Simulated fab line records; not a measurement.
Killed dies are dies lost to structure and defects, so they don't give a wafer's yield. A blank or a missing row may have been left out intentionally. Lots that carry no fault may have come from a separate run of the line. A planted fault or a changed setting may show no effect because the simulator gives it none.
Chamber matching | flow nand_harc | NHARC_A_CONTACT_ETCH_110 on rie_diel-08 has 4 sister chambers
The step etches the open film in CF4/O2, target depth 60 nm, overetch 6 nm, time 33 s. 7 wafers are shown with their chamber, then 7 later ones without.

== EACH WAFER AND ITS CHAMBER ==
wafer  | chamber | showerhead_plenum_p_Torr (Torr) | rf_vpp_V (V)
L136.1 | 1       | 1.28                            | 198.1
L136.6 | 2       | 1.40                            | 198.8
L139.3 | 3       | 1.39                            | 198.7
L139.4 | 2       | 1.39                            | 197.8
L139.6 | 3       | 1.39                            | 200.3
L143.3 | 1       | 1.28                            | 196.5
L143.4 | 0       | 1.37                            | 196.9

== WAFERS WITHOUT THEIR CHAMBER ==
wafer  | showerhead_plenum_p_Torr (Torr) | rf_vpp_V (V)
L143.6 | 1.39                            | 198.5
L144.3 | 1.39                            | 199.3
L144.4 | 1.28                            | 195.7
L144.6 | 1.39                            | 197.9
L150.2 | 1.28                            | 198.3
L150.4 | 1.37                            | 198.4
L150.6 | 1.37                            | 198.5

== EACH ONE'S CHAMBER ==
wafer  | from the rows above     | in truth
L143.6 | can't be placed: 3 or 2 | 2
L144.3 | can't be placed: 3 or 2 | 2
L144.4 | 1                       | 1
L144.6 | can't be placed: 2 or 3 | 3
L150.2 | 1                       | 1
L150.4 | 0                       | 0
L150.6 | 0                       | 0
Correct placement for 4 of the 7. From these rows, 3 cannot be placed; in 3 the true chamber is one of the candidates. Wrongly placed: 0.
How it was worked out, from the rows above alone: a wafer's distance from a chamber is the root of the sum, over the readings, of the square of ((its reading less the chamber's mean) divided by the reading's scatter). The wafer belongs to the nearest chamber; if the next one is less than 2 further off, it can't be placed. The mean given for a chamber averages the wafers shown for that chamber. The scatter is the square root of a quotient: the sum, over the shown wafers, of each reading's squared deviation from its chamber's mean, divided by wafers minus chambers.
